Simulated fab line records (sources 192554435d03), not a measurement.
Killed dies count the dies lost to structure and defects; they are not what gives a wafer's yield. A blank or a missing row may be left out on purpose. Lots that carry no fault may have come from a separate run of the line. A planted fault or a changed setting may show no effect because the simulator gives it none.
Split-lot study | flow n5_finfet | 21 wafers read from 7 lots, route of 1938 steps

== THE SPLIT ITSELF ==
At N5_MOL_CONTACT_COAG_ETCH_15 (etches SiNx in CH3F/O2, stops on Si:P, target depth 7 nm), the setting source_w was moved away from the recipe's 395 W on 5 of the 21 wafers read, by -16.4% to -8.0%. This setting was run at the recipe's value on the other wafers.

The split's own step is where the reading is taken.

== THE READING ==
rf_vpp_V, in V, at N5_MOL_CONTACT_COAG_ETCH_15 (etches SiNx in CH3F/O2, stops on Si:P, target depth 7 nm). On this fab line, fault-free wafers typically give 301 V with a standard deviation of 3.8 V.

wafer  | tool, chamber at the split | source_w as run, W | against the recipe | rf_vpp_V, V | against lot-mates on the recipe
L074.1 | rie_diel-02, 1             | 395                | recipe             | 296         | -
L074.3 | rie_diel-02, 3             | 395                | recipe             | 296         | -
L074.4 | rie_diel-02, 0             | 363.5              | -8.0%              | 312         | +16
L075.3 | rie_diel-02, 1             | 395                | recipe             | 297         | -
L075.4 | rie_diel-02, 0             | 330.2              | -16.4%             | 325         | +28
L075.5 | rie_diel-02, 1             | 395                | recipe             | 296         | -
L085.1 | rie_diel-01, 2             | 395                | recipe             | 304         | -
L085.2 | rie_diel-01, 3             | 395                | recipe             | 299         | -
L085.6 | rie_diel-01, 3             | 395                | recipe             | 299         | -
L091.4 | rie_diel-01, 0             | 395                | recipe             | 298         | -
L091.5 | rie_diel-01, 3             | 346.2              | -12.4%             | 318         | +20
L091.6 | rie_diel-01, 2             | 346.2              | -12.4%             | 322         | +24
L092.2 | rie_diel-02, 2             | 395                | recipe             | 312         | -
L092.3 | rie_diel-02, 0             | 395                | recipe             | 299         | -
L092.4 | rie_diel-02, 3             | 395                | recipe             | 296         | -
L093.1 | rie_diel-06, 2             | 395                | recipe             | 300         | -
L093.3 | rie_diel-06, 3             | 395                | recipe             | 304         | -
L093.5 | rie_diel-06, 1             | 395                | recipe             | 303         | -
L095.2 | rie_diel-01, 1             | 337.9              | -14.5%             | 327         | +26
L095.5 | rie_diel-01, 3             | 395                | recipe             | 298         | -
L095.6 | rie_diel-01, 1             | 395                | recipe             | 305         | -

THE FIT
A straight line over all 21 wafers: rf_vpp_V changes by -1.63 V for each +1% of source_w; r = -0.92; the points scatter about the line by 4.1 V.
The same after taking each lot's own level away (the mean of its wafers on the recipe; 21 wafers): -1.78 V for each +1%; r = -0.95; scatter 3.3 V.
Per that fit: largest source_w move, reading shift of 29 V.
Measured against the standard deviation above, the lots' own levels, which go from 296.0 to 302.3 V, span 1.7 times it.
The two slopes agree, so the slope changes little with the lot-to-lot level.
Check: for one of the wafers moved furthest among these (-16.4%), held out of the fit, the line's prediction against its lot-mates is +29.5 V. It came out at +28.5 V against them.
Tool readings at the split's step, against how far the setting was moved: rf_vpp_V r = -0.92.

== THESE WAFERS: OTHER SPLITS ==
Note: prior to the reading, these wafers also went through further splits. Each is held against what the fit with the lots' levels taken away leaves over:
other split on the same wafers      | wafers away from the commonest value | r with rf_vpp_V (lot level and that fit taken away)
N5_SD_EPI_N_EPI_21 temp_c           | 11                                   | -0.11
N5_SD_EPI_N_PRECLEAN_49 time_s      | 7                                    | -0.36
N5_SDB_COAT_05 spin_rpm             | 9                                    | +0.28
N5_SDB_ALD_29 ald_cycles            | 4                                    | -0.15
N5_HKMG_FIN_PEB_10 peb_time_s       | 7                                    | -0.36
N5_HKMG_FIN_ETCH_35 source_w        | 7                                    | +0.00
N5_MOL_CONTACT_COAG_ETCH_105 bias_w | 6                                    | -0.43

== THE FILE'S OWN FIT ==
rf_vpp_V changes by -1.79 V for each +1% of source_w, r = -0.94.
